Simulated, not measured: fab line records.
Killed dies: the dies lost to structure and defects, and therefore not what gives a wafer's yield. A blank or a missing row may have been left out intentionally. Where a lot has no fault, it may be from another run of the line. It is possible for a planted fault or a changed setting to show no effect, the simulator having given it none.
Matching of chambers	flow nand harc	4 sister chambers for NHARC_A_SGD_CUT_CMP_21 on cmp-04
The step polishes, target thk 148.19 nm. 8 wafers are shown with their chamber, then 8 later ones without.

== WAFERS, EACH WITH ITS CHAMBER ==
wafer	chamber	motor current A (A)	time to endpoint s (s)
L189.1	3	11.9	48
L189.6	1	13.2	50
L188.3	0	12.2	50
L188.5	1	13.7	48
L191.1	2	15.0	50
L191.2	0	12.2	52
L191.6	3	11.9	34
L199.2	2	14.3	47

== WAFERS WITH NO CHAMBER GIVEN ==
wafer	motor current A (A)	time to endpoint s (s)
L199.5	11.6	43
L199.6	12.0	53
L201.2	14.0	50
L201.4	11.5	55
L201.5	12.2	49
L203.3	13.8	50
L203.5	13.3	49
L203.6	11.9	45

== WHICH CHAMBER EACH WENT THROUGH ==
wafer	from the rows above	in truth
L199.5	can't be placed: 3 or 0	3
L199.6	can't be placed: 0 or 3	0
L201.2	can't be placed: 1 or 2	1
L201.4	can't be placed: 0 or 3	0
L201.5	can't be placed: 0 or 3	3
L203.3	can't be placed: 1 or 2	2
L203.5	1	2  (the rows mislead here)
L203.6	can't be placed: 3 or 0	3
Placed correctly: 0 of 8. From these rows, 7 cannot be placed; in 7 the true chamber is one of the candidates. Number placed wrongly: 1.
How it was worked out, from the rows above alone: a wafer's distance from a chamber is the root of the sum, over the readings, of the square of ((its reading less the chamber's mean) divided by the reading's scatter). If the next closest chamber is less than 2 further off than the closest, the wafer can't be placed; otherwise it belongs to the closest. Each chamber's mean is taken over the wafers shown for it. The scatter is the square root of a quotient: the sum, over the shown wafers, of each reading's squared deviation from its chamber's mean, divided by wafers minus chambers.
